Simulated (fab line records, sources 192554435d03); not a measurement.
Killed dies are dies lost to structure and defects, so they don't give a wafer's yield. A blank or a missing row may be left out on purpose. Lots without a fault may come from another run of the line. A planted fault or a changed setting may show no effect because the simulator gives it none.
fab line records | flow n5_finfet
record lots=6 wafers=16 last_day=20
route steps=1938 shown BEOL_M4@1047
lots that met no fault: from a run of the same line without faults
start_h: hours from the record's first day to the start of the lot's first wafer shown | wait_h: hours since the lot's step before | " the same as in the row above | L1.1+2: a row that stands for several wafers | - no value, or no start given | * or withheld: withheld | < > ~ a bound
route shown NAME@n: a module of which the file shows steps, and the number in the route of the first | usual: mean/standard deviation of fault-free wafers | same: alike in all rows | chamber/n: place in a boat | sites: the reading at each site | _std_site: their standard deviation | _edge_site: outer sites' mean less inner sites' | radius_mm: how far each site lies from the wafer's centre | mask NAME#n: copy n | behind: the tool/chamber that last shaped the wafer | hold: why the lot was held/for how many hours/how that ended | device: the transistor (n, p or np) that didn't switch | end of line: the same wafers' tests at the end of the route | a step without rows: its recipe alone | killed: dies lost to structure and defects at the first sort, not the wafer's yield | map: a wafer's dies, x killed, . not, _ none there
set.NAME: the setting as run; set.NAME@STEP: as run at that earlier step | model.NAME: the simulator's own value behind a step, which no gauge read
lots at some steps of the route; a table a step, a row a wafer
services: from which hour (start_h, from the record's first day; less than 0 if before it) a tool's chamber was out of use, for how many hours, and why
## steps
# step N5_BEOL_M4_COAT_67
# recipe resist=SOC temp_c=250 time_s=60 spin_rpm=1500 resist_thk_nm=60
# step N5_BEOL_M4_COAT_68
# recipe resist=SiARC temp_c=220 time_s=60 spin_rpm=1500 resist_thk_nm=12
# step N5_BEOL_M4_COAT_76
# recipe resist=underlayer temp_c=205 time_s=60 spin_rpm=1500 resist_thk_nm=5
# step N5_BEOL_M4_COAT_22
# recipe resist=CAR-EUV spin_rpm=1500 resist_thk_nm=30
# step N5_BEOL_M4_EBR_24
# recipe solvent=PGMEA ebr_width_mm=1.5
# step N5_BEOL_M4_SOFTBAKE_23
# recipe temp_c=110 time_s=60 resist=CAR-EUV
# step N5_BEOL_M4_EXPOSE_25
# recipe mask_id=V3 na=0.33 source_shape=quasar sigma_inner=0.2 sigma_outer=0.8 polarization=unpolarized defocus_nm=5 dose_mj=63
# step N5_BEOL_M4_PEB_26
# recipe peb_temp_c=100 peb_time_s=60 resist=CAR-EUV
# step N5_BEOL_M4_DEVELOP_27
# recipe develop_time_s=30 developer=TMAH resist=CAR-EUV rinse_liquid=surfactant_rinse dry=air_spin dev_temp_c=23
# step N5_BEOL_M4_CD_MEAS_28
# recipe target_cd_nm=26.2 landing_energy_ev=500 detector=se_inlens target_cd_y_nm=24.1 polarity=opening
# usual cd_nm=26.15/0.25
# columns lot.wafer tool chamber start_h wait_h cd_nm
L528.2 cd_sem-01 0 197.41 - 26.21
L528.4 " 0 " " 26.06
L528.5 " 0 " " 25.95
L530.1 cd_sem-03 0 218.84 - 26.05
L530.2 " 0 " " 26.14
L530.4 " 0 " " 25.95
L536.5 cd_sem-02 0 245.98 - 26.09
L536.6 " 0 " " 26.15
L542.4 cd_sem-03 0 269.46 - 26.27
L542.5 " 0 " " 26.27
L547.1 cd_sem-01 0 328.49 - 26.53
L547.5 " 0 " " 25.88
L547.6 " 0 " " 26.38
L550.3 cd_sem-02 0 337.64 - 26.08
L550.5 " 0 " " 26.00
L550.6 " 0 " " 26.08
# step N5_BEOL_M4_OVL_MEAS_29
# recipe points_per_wafer=522
# usual V3_OVL=-0.2/0.58
# columns lot.wafer tool chamber start_h wait_h V3_OVL[nm]
L528.2 overlay-01 0 197.44 0.0 -1.3
L528.4 " 0 " " 0.4
L528.5 " 0 " " 0.1
L530.1 overlay-01 0 218.87 0.0 -0.2
L530.2 " 0 " " -1.4
L530.4 " 0 " " -0.3
L536.5 overlay-01 0 246.03 0.0 0.2
L536.6 " 0 " " 0.7
L542.4 overlay-01 0 269.51 0.0 -0.6
L542.5 " 0 " " -0.4
L547.1 overlay-01 0 328.52 0.0 0.2
L547.5 " 0 " " 0.2
L547.6 " 0 " " -0.1
L550.3 overlay-01 0 337.68 0.0 0.2
L550.5 " 0 " " -0.1
L550.6 " 0 " " 0.3
# step N5_BEOL_M4_INSPECT_30
# recipe mode=adi inspect_instrument=brightfield
# usual raw_defect_count=407/110
# columns lot.wafer tool chamber start_h wait_h raw_defect_count
L528.2 defect_inspect-02 - 197.50 0.0 361
L528.4 " - " " 320
L528.5 " - " " 348
L530.1 defect_inspect-02 - 218.93 0.1 304
L530.2 " - " " 298
L530.4 " - " " 301
L536.5 defect_inspect-01 - 246.06 0.0 588
L536.6 " - " " 424
L542.4 defect_inspect-01 - 269.55 0.0 521
L542.5 " - " " 478
L547.1 defect_inspect-01 - 328.58 0.1 389
L547.5 " - " " 395
L547.6 " - " " 414
L550.3 defect_inspect-02 - 337.73 0.0 678
L550.5 " - " " 641
L550.6 " - " " 419
# step N5_BEOL_M4_DESCUM_33
# recipe chemistry=O2 time_s=7 source_power_w=50 bias_power_w=20 pressure_mtorr=20 rf_frequency_hz=2.712e+07 temp_c=40 resist=CAR-EUV o2_flow_sccm=225
# usual bias_power_w=20.00/0.062 drypump_motor_current_A=5.7/0.57 oes_product_au=0.79/0.085 rf_vpp_V=243.1/1.1 showerhead_plenum_p_Torr=2.09/0.057 throttle_valve_pct=20.18/0.2
# columns lot.wafer tool chamber start_h wait_h bias_power_w drypump_motor_current_A oes_product_au rf_hours_counter_h rf_vpp_V showerhead_plenum_p_Torr throttle_valve_pct model.CAR-EUV_of_BEOL_M4_COAT_22.thk_nm
L528.2 rie_diel-01 2 197.53 0.0 20.07 5.2 0.68 235 241.5 1.99 20.38 25.8
L528.4 " 1 " " 19.91 5.1 0.74 163 243.7 2.19 20.41 26
L528.5 " 3 " " 20.01 5.6 0.84 - 244.4 2.04 20.03 25.8
L530.1 rie_diel-04 3 218.97 0.0 19.95 6.5 0.70 216 244.5 2.17 20.30 26
L530.2 " 0 " " 19.95 5.8 0.66 238 242.3 2.06 20.29 26.2
L530.4 " 1 " " 19.97 6.3 0.86 42 243.6 2.11 20.28 26.2
L536.5 rie_diel-04 0 246.44 0.4 20.06 5.7 0.66 - 243.7 2.06 20.29 23.6
L536.6 " 3 " " 19.99 6.5 0.70 - 244.2 2.17 20.32 26
L542.4 rie_diel-04 3 269.88 0.3 19.96 6.6 0.69 - 244.3 2.16 20.33 23.6
L542.5 " 1 " " 19.94 6.4 0.83 - 242.2 2.10 20.32 23.6
L547.1 rie_diel-01 0 328.61 0.0 20.03 5.5 0.68 243 241.9 2.07 20.61 26.2
L547.5 " 2 " " 20.00 5.2 0.87 - 245.0 2.24 20.11 26.2
L547.6 " 3 " " 19.91 5.6 0.78 - 241.3 2.02 20.10 26.2
L550.3 rie_diel-04 3 337.76 0.0 19.90 6.5 0.95 6 244.8 2.16 20.17 26
L550.5 " 2 " " 19.97 4.9 0.70 - 245.3 2.06 20.01 26.2
L550.6 " 3 " " 19.98 6.5 0.96 - 244.5 2.16 20.18 26
# step N5_BEOL_M4_ETCH_77
# recipe chemistry=N2/H2 target=underlayer target_depth_a=65 mask_material=CAR-EUV time_s=5.2 ion_energy_ev=200 pressure_mtorr=30 source_w=840 bias_w=150 n2_flow_sccm=200 h2_flow_sccm=200 ends=cleared
# usual bias_w=149.9/0.5 drypump_motor_current_A=5.7/0.57 etch_rf_on_time_s=5.27/0.16 h2_flow_sccm=199.9/0.59 oes_product_au=0.67/0.075 rf_vpp_V=523.7/2.1 showerhead_plenum_p_Torr=2.54/0.068 throttle_valve_pct=17.64/0.25
# columns lot.wafer tool chamber start_h wait_h bias_w drypump_motor_current_A etch_rf_on_time_s h2_flow_sccm oes_product_au rf_hours_counter_h rf_vpp_V showerhead_plenum_p_Torr throttle_valve_pct
L528.2 rie_diel-01 2 197.57 0.0 150.7 5.2 5.17 199.4 0.60 235 521.3 2.40 17.60
L528.4 " 1 " " 149.7 5.1 5.29 200.2 0.63 163 526.2 2.69 18.07
L528.5 " 3 " " 151.0 5.6 5.22 199.9 0.72 - 523.8 2.49 17.48
L530.1 rie_diel-04 3 219.00 0.0 150.1 6.5 5.25 198.3 0.60 216 526.1 2.61 17.62
L530.2 " 0 " " 149.7 5.8 5.21 200.1 0.58 238 524.1 2.48 17.58
L530.4 " 1 " " 149.5 6.4 5.12 199.1 0.75 42 524.6 2.60 17.96
L536.5 rie_diel-04 0 246.46 0.0 150.1 5.7 5.24 200.6 0.57 - 523.6 2.47 17.63
L536.6 " 3 " " 149.5 6.5 5.24 199.6 0.60 - 524.9 2.60 17.63
L542.4 rie_diel-04 3 269.90 0.0 150.2 6.5 5.24 200.6 0.59 - 525.8 2.60 17.67
L542.5 " 1 " " 149.9 6.5 5.12 199.9 0.72 - 523.6 2.60 18.00
L547.1 rie_diel-01 0 328.65 0.0 149.6 5.5 5.36 200.6 0.56 243 522.4 2.51 17.98
L547.5 " 2 " " 149.7 5.3 5.12 199.9 0.76 - 527.6 2.70 17.28
L547.6 " 3 " " 150.0 5.7 5.22 200.5 0.66 - 520.0 2.47 17.63
L550.3 rie_diel-04 3 337.79 0.0 149.8 6.5 5.02 200.2 0.83 6 526.0 2.59 17.39
L550.5 " 2 " " 149.3 4.9 5.59 199.9 0.57 - 525.1 2.53 17.56
L550.6 " 3 " " 150.1 6.6 5.06 200.6 0.81 - 527.2 2.59 17.37
# step N5_BEOL_M4_ETCH_69
# recipe chemistry=CF4 target=SiARC target_depth_a=156 mask_material=CAR-EUV time_s=26 ion_energy_ev=80 pressure_mtorr=40 source_w=545 bias_w=36 Ar_flow_sccm=100 cf4_flow_sccm=100 ends=cleared
# usual bias_w=35.96/0.11 drypump_motor_current_A=5.7/0.57 etch_rf_on_time_s=26.3/0.75 oes_product_au=0.67/0.075 rf_vpp_V=184.1/1 showerhead_plenum_p_Torr=2.14/0.046 throttle_valve_pct=15.44/0.18
# columns lot.wafer tool chamber start_h wait_h bias_w drypump_motor_current_A etch_rf_on_time_s oes_product_au rf_hours_counter_h rf_vpp_V showerhead_plenum_p_Torr throttle_valve_pct
L528.2 rie_diel-01 2 197.58 0.0 36.17 5.2 26.0 0.59 235 181.0 2.04 15.58
L528.4 " 1 " " 35.99 5.1 26.5 0.63 163 185.0 2.21 15.50
L528.5 " 3 " " 35.93 5.6 25.8 0.72 - 183.2 2.09 15.28
L530.1 rie_diel-04 3 219.02 0.0 36.00 6.5 25.9 0.61 216 184.5 2.20 15.49
L530.2 " 0 " " 35.99 5.8 26.0 0.58 238 185.3 2.12 15.64
L530.4 " 1 " " 35.89 6.4 25.5 0.75 42 183.8 2.17 15.58
L536.5 rie_diel-04 0 246.50 0.0 36.08 5.7 26.5 0.56 - 182.8 2.12 15.68
L536.6 " 3 " " 35.97 6.5 25.4 0.60 - 184.6 2.19 15.52
L542.4 rie_diel-04 3 269.94 0.0 36.00 6.6 26.4 0.59 - 185.7 2.19 15.54
L542.5 " 1 " " 35.88 6.3 25.7 0.72 - 184.9 2.17 15.59
L547.1 rie_diel-01 0 328.66 0.0 35.86 5.5 26.6 0.57 243 184.2 2.12 15.80
L547.5 " 2 " " 36.17 5.2 25.4 0.77 - 186.4 2.28 15.16
L547.6 " 3 " " 35.95 5.7 25.9 0.68 - 183.3 2.07 15.35
L550.3 rie_diel-04 3 337.81 0.0 35.92 6.6 25.0 0.80 6 183.8 2.18 15.14
L550.5 " 2 " " 35.97 4.9 27.6 0.59 - 184.2 2.12 15.34
L550.6 " 3 " " 36.27 6.6 25.0 0.82 - 183.8 2.18 15.13
# step N5_BEOL_M4_ALD_98
# recipe material=SiO2 target_thk_a=25 temp_c=100 ald_precursor_family=BDEAS ald_co_reactant=O2-plasma pulse_time_s=1 co_reactant_pulse_time_s=1 purge_time_s=2 co_reactant_purge_time_s=2 ald_cycles=17 pressure_torr=2
# usual heater_power_w=77/8 precursor_pulse_height_rel=0.997/0.017
# same purge_time_s=2
# columns lot.wafer tool chamber start_h wait_h heater_power_w precursor_pulse_height_rel since_wet_clean_h
L528.2 ald_sin-04 1 197.66 0.1 63 0.989 98
L528.4 " 0 " " 75 0.983 98
L528.5 " 1 " " 67 0.990 -
L530.1 ald_sin-01 1 219.10 0.1 94 1.031 211
L530.2 " 3 " " 70 1.002 211
L530.4 " 3 " " 73 1.015 -
L536.5 ald_sin-04 0 246.60 0.1 79 1.039 -
L536.6 " 1 " " 66 0.989 -
L542.4 ald_sin-01 0 269.99 0.0 79 0.958 262
L542.5 " 2 " " 71 1.017 -
L547.1 ald_sin-02 3 328.87 0.2 72 0.987 136
L547.5 " 0 " " 79 0.986 -
L547.6 " 1 " " 87 1.018 -
L550.3 ald_sin-04 0 337.89 0.1 76 0.990 238
L550.5 " 3 " " 69 1.004 -
L550.6 " 0 " " 74 0.971 -
# step N5_BEOL_M4_ETCHBACK_99
# recipe chemistry=CHF3 target=SiO2 target_depth_a=50 time_s=10.4 source_w=215 bias_w=47 Ar_flow_sccm=200 CHF3_flow_sccm=12 ion_energy_ev=100 pressure_mtorr=30
# usual bias_w=47.01/0.13 drypump_motor_current_A=5.6/0.49 oes_f_703_au=0.80/0.092 oes_product_au=0.80/0.09 rf_vpp_V=242/7.1 showerhead_plenum_p_Torr=2.16/0.065 throttle_valve_pct=16.90/0.19
# columns lot.wafer tool chamber start_h wait_h bias_w drypump_motor_current_A oes_f_703_au oes_product_au rf_hours_counter_h rf_vpp_V showerhead_plenum_p_Torr throttle_valve_pct model.CAR-EUV_of_BEOL_M4_COAT_22.thk_nm
L528.2 rie_diel-01 1 223.00 25.3 46.92 5.1 0.73 0.72 172 244 2.24 17.07 10.2
L528.4 " 2 " " 47.03 5.2 0.71 0.68 243 241 2.05 17.08 10.4
L528.5 " 0 " " 46.83 5.5 0.69 0.70 - 247 2.15 17.23 10.2
L530.1 rie_diel-04 2 249.99 30.8 47.04 4.9 0.69 0.73 163 249 2.16 16.78 10.4
L530.2 " 1 " " 47.15 6.3 0.84 0.86 53 252 2.20 17.15 10.6
L530.4 " 2 " " 46.95 4.9 0.69 0.73 - 250 2.16 16.77 10.6
L536.5 rie_diel-05 2 276.67 30.0 47.14 5.4 0.75 0.75 - 244 2.17 16.91 8
L536.6 " 3 " " 47.03 5.2 0.87 0.87 - 249 2.10 16.83 10.4
L542.4 rie_diel-04 1 311.33 41.3 46.95 6.3 0.82 0.82 - 251 2.19 17.19 8
L542.5 " 0 " " 47.06 5.7 0.92 0.93 - 244 2.14 16.78 8
L547.1 rie_diel-01 3 346.66 17.7 46.92 5.6 0.83 0.76 120 231 2.07 16.76 10.6
L547.5 " 3 " " 46.92 5.6 0.83 0.78 - 231 2.07 16.76 10.4
L547.6 " 2 " " 46.95 5.2 0.90 0.88 - 244 2.31 16.72 10.4
L550.3 rie_diel-01 3 370.70 32.8 47.06 5.6 0.82 0.76 132 233 2.07 16.78 10.4
L550.5 " 3 " " 46.99 5.6 0.81 0.77 - 232 2.07 16.78 10.4
L550.6 " 0 " " 46.93 5.5 0.96 1.00 - 246 2.13 16.80 10.4
# step N5_BEOL_M4_ETCH_70
# recipe chemistry=N2/H2 target=SOC target_depth_a=800 overetch_a=240 mask_material=SiARC temp_c=40 time_s=130 ion_energy_ev=200 pressure_mtorr=30 source_w=840 bias_w=150 n2_flow_sccm=200 h2_flow_sccm=200
# usual bias_w=150.0/0.44 drypump_motor_current_A=5.6/0.49 h2_flow_sccm=200.0/0.55 oes_product_au=0.59/0.063 rf_vpp_V=523.8/2.1 showerhead_plenum_p_Torr=2.55/0.079 throttle_valve_pct=17.60/0.29
# columns lot.wafer tool chamber start_h wait_h bias_w drypump_motor_current_A h2_flow_sccm oes_product_au rf_hours_counter_h rf_vpp_V showerhead_plenum_p_Torr throttle_valve_pct
L528.2 rie_diel-01 1 223.04 0.0 149.9 5.0 199.1 0.54 172 526.9 2.69 18.06
L528.4 " 2 " " 149.7 5.2 200.4 0.51 243 518.7 2.39 17.55
L528.5 " 0 " " 150.1 5.5 200.9 0.52 - 523.3 2.53 17.88
L530.1 rie_diel-04 2 250.02 0.0 149.5 4.9 199.3 0.54 163 523.8 2.55 17.49
L530.2 " 1 " " 150.1 6.3 199.9 0.62 53 525.3 2.60 17.93
L530.4 " 2 " " 150.1 4.9 200.3 0.54 - 522.7 2.55 17.47
L536.5 rie_diel-05 2 276.73 0.0 149.8 5.4 199.5 0.54 - 523.3 2.52 17.45
L536.6 " 3 " " 150.4 5.2 199.8 0.65 - 522.4 2.48 17.59
L542.4 rie_diel-04 1 311.39 0.0 150.3 6.4 200.6 0.60 - 525.1 2.59 17.99
L542.5 " 0 " " 150.1 5.8 200.0 0.68 - 522.5 2.47 17.15
L547.1 rie_diel-01 3 346.69 0.0 150.5 5.6 199.7 0.58 120 523.0 2.47 17.57
L547.5 " 3 " " 150.9 5.7 199.8 0.58 - 521.0 2.47 17.57
L547.6 " 2 " " 150.0 5.3 199.5 0.65 - 529.6 2.69 17.23
L550.3 rie_diel-01 3 370.74 0.0 150.4 5.6 199.9 0.56 132 520.8 2.46 17.59
L550.5 " 3 " " 150.5 5.7 199.8 0.57 - 521.4 2.46 17.58
L550.6 " 0 " " 150.0 5.5 199.1 0.73 - 523.7 2.51 17.46
# step N5_BEOL_M4_RC_MEAS_101
# usual DIBL_N=37.1/2.6 DIBL_P=38/3 IOFF_N=0.18/0.052 IOFF_P=0.25/0.06 ION_N=678/15 ION_P=467/8.6 SS_N=71.7/0.73 SS_P=73.7/0.89 VT_N=249/4.3 VT_P=-248/3.8
# columns lot.wafer tool chamber start_h wait_h DIBL_N[mV/V] DIBL_P[mV/V] IOFF_N[nA/um] IOFF_P[nA/um] ION_N[uA/um] ION_P[uA/um] SS_N[mV/dec] SS_P[mV/dec] VT_N[mV] VT_P[mV]
L528.2 prober-02 0 228.22 0.2 37.6 40 0.20 0.25 665 451 71.6 74.2 248 -251
L528.4 " 0 " " 37.6 40 0.21 0.25 683 463 71.7 73.8 244 -249
L528.5 " 0 " " 38.0 40 0.19 0.22 658 446 72.0 74.0 246 -252
L530.1 prober-01 0 257.42 0.4 34.8 35 0.14 0.21 678 470 71.3 73.5 251 -249
L530.2 " 0 " " 35.0 36 0.14 0.25 658 462 71.2 73.7 250 -244
L530.4 " 0 " " 37.5 37 0.18 0.25 675 458 72.8 74.1 248 -247
L536.5 prober-01 0 283.92 0.6 43.6 45 0.32 0.39 697 470 73.7 75.6 241 -243
L536.6 " 0 " " 37.1 38 0.17 0.23 691 476 71.6 72.9 247 -250
L542.4 prober-01 0 317.62 0.5 38.4 38 0.18 0.24 671 469 71.9 73.8 250 -248
L542.5 " 0 " " 36.1 38 0.15 0.25 682 473 71.1 74.1 250 -247
L547.1 prober-02 0 351.06 0.0 35.2 36 0.15 0.22 664 460 71.5 73.6 251 -249
L547.5 " 0 " " 37.9 38 0.18 0.24 676 461 72.1 74.6 249 -249
L547.6 " 0 " " 35.4 36 0.13 0.20 662 461 71.8 72.6 251 -253
L550.3 prober-02 0 375.66 0.3 38.1 39 0.22 0.27 683 469 72.4 74.3 245 -249
L550.5 " 0 " " 37.7 40 0.22 0.29 690 468 72.2 74.0 245 -247
L550.6 " 0 " " 40.0 42 0.27 0.34 699 472 72.8 74.7 242 -242
## services
# columns tool chamber start_h hours kind
rie_diel-05 - 177.06 2.8 pm
ald_sin-02 - 179.29 14.0 pm
ald_sin-01 1 183.74 3.1 repair
rie_diel-05 - 188.93 0.2 repair
ald_sin-02 2 200.06 4.4 repair
rie_diel-04 3 206.48 9.8 repair
rie_diel-01 0 208.40 5.3 repair
rie_diel-05 - 208.65 0.6 repair
rie_diel-01 3 226.33 4.3 repair
ald_sin-04 0 229.62 4.6 repair
rie_diel-05 1 232.14 1.4 repair
ald_sin-01 - 243.64 0.3 repair
rie_diel-04 0 249.99 - clean
rie_diel-04 0 249.99 - consumable_replace:focus_ring
rie_diel-04 0 249.99 21.8 scheduled_down
ald_sin-04 - 260.60 2.8 pm
ald_sin-04 - 270.17 3.0 repair
ald_sin-02 3 272.37 3.6 repair
ald_sin-02 1 300.30 6.4 repair
ald_sin-02 - 326.75 1.0 repair
ald_sin-01 - 336.22 6.0 pm
ald_sin-01 - 347.89 2.8 pm
rie_diel-04 2 364.60 12.6 repair
ald_sin-02 1 365.71 3.8 repair
## key
first_sign none at tools or gauges
model_effect step=N5_BEOL_M4_DESCUM_33 value=CAR-EUV_of_BEOL_M4_COAT_22.thk_nm without=26 struck=23.6
model_effect step=N5_BEOL_M4_ETCHBACK_99 value=CAR-EUV_of_BEOL_M4_COAT_22.thk_nm without=10.4 struck=8
met_at N5_BEOL_M4_DESCUM_33
struck_wafers L536.5,L542.4,L542.5
onset_between 218.97 246.44
fault kind=process_parameter_drift tool=rie_diel-04 chamber=- onset_h=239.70 steps=N5_BEOL_M4_DESCUM_33 channel=time_s offset=* shape=step end_h=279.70 scope=struck_wafers_only acts_in=* stated=*
